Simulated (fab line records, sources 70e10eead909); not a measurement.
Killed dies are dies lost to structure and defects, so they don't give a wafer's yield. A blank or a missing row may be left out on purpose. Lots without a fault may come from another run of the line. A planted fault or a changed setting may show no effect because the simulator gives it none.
A struck lot beside a sound one | flow nand_harc | 16 steps out of a route of 1159
Sound: wafers L683.3, L683.4, L683.6. Struck: wafers L677.2, L677.4, L677.6. The cause comes at the end.
At each step with rows: each side's tool, then ch and its chambers, then its first start. Under that, the readings that differ: sound wafers | struck wafers | difference of the means | sigmas: that difference in standard deviations of wafers without a fault.
alike: readings whose means differ by less than 2 such deviations, and words and numbers that are the same on both sides. not compared: withheld readings, readings that some wafer has no value for, bounds like >300 that may hide the same value, and numbers for which the record gives no deviation and whose values overlap.
The two part at a step that has a row with sigmas, a row that says differs or no value, or rows on one side only. Numbers that don't overlap but have no deviation are shown without sigmas and don't part them. A reading that every wafer of one side lacks parts them only if that side has two wafers or more.

NHARC_A_BONDPAD_ETCH_34: etches the open film in N2/H2, target depth 60 nm, overetch 18 nm, time 65.91 s.
  sound on rie_diel-11 ch 0,3, day 23 02:18; struck on rie_diel-11 ch 0,2, day 21 22:56
  alike: drypump_motor_current_A, oes_product_au, rf_vpp_V, showerhead_plenum_p_Torr, throttle_valve_pct
  not compared: rf_hours_counter_h
NHARC_A_BONDPAD_ETCH_12: etches the open film in CHF3/O2, target depth 220 nm, time 110 s.
  sound on rie_diel-11 ch 0,2,3; struck on rie_diel-11 ch 0,2,3
  reading               | sound             | struck            | difference | sigmas
  oes_product_au (a.u.) | 0.910 0.921 0.934 | 0.969 0.955 0.999 | +0.053     | +2
  alike: drypump_motor_current_A, rf_vpp_V, showerhead_plenum_p_Torr, throttle_valve_pct
  not compared: rf_hours_counter_h
NHARC_A_BONDPAD_CD_MEAS_13:
  sound on cd_sem-02, day 23 02:37; struck on cd_sem-01, day 21 23:10
  alike: cd_nm
then, 1 step without rows for these wafers: NHARC_A_BONDPAD_STRIP_15 (strips in O2).
NHARC_A_BONDPAD_ETCH_24: etches the open film in CF4/N2, target depth 30 nm, time 72.99 s.
  sound on rie_diel-11 ch 0,2,3; struck on rie_diel-11 ch 0,1,3
  alike: drypump_motor_current_A, oes_product_au, rf_vpp_V, showerhead_plenum_p_Torr, throttle_valve_pct
  not compared: rf_hours_counter_h
then, 1 step without rows for these wafers: NHARC_A_BONDPAD_STRIP_16 (strips in post etch residue remover, time 600 s).
NHARC_A_BONDPAD_DEGAS_25: time 60 s.
  sound on pvd_sputter-01, day 23 03:14; struck on pvd_sputter-03, day 21 23:47
  alike: heater_power_w
then, 2 steps without rows for these wafers: NHARC_A_BONDPAD_PRE_CLEAN_26 (time 30 s); NHARC_A_BONDPAD_PVD_17 (deposits TaN, target thk 5 nm, time 8.06 s).
NHARC_A_BONDPAD_PVD_27: deposits Cu, target thk 30 nm, time 20.49 s.
  sound on pvd_sputter-01; struck on pvd_sputter-03
  alike: cathode_dc_power_W, substrate_temp_c, throttle_valve_pct
then, 2 steps without rows for these wafers: NHARC_A_BONDPAD_ECD_18 (material Cu, target thk 400 nm); NHARC_A_BONDPAD_ANNEAL_28 (time 90 s).
NHARC_A_BONDPAD_CMP_19: polishes, t overpolish 30 s, cu recess touch 16 s, target thk 169.8 nm.
  sound on cmp-03 ch 0,2,3, day 23 04:23; struck on cmp-02 ch 0,2,3, day 22 01:05
  no value came back on the struck wafers for cu_recess_touch_s (s), edge_zone_pressure_frac, motor_current_A (A), overpolish_run_s (s); on the sound wafers cu_recess_touch_s (s) reads 16 16 16
NHARC_A_BONDPAD_THK_MEAS_20: measures by xrf.
  sound on film_metro-02, day 23 04:40; struck on film_metro-01, day 22 01:23
  reading     | sound             | struck            | difference | sigmas
  thk_nm (nm) | 171.1 170.0 170.8 | 395.6 393.9 398.1 | +225.2     | +99 or more
then, 1 step without rows for these wafers: NHARC_A_BONDPAD_SRD_21 (time 30 s, dry time 20 s).
NHARC_A_BONDPAD_INSPECT_23:
  sound on defect_inspect-02, day 23 04:53; struck on defect_inspect-01, day 22 01:37
  reading          | sound       | struck         | difference | sigmas
  raw_defect_count | 433 426 564 | 3221 3102 3267 | +2722      | +27

WHERE THEY PART
First at NHARC_A_BONDPAD_ETCH_12; last, within this record, at NHARC_A_BONDPAD_INSPECT_23.

WHY: what the simulator had put in
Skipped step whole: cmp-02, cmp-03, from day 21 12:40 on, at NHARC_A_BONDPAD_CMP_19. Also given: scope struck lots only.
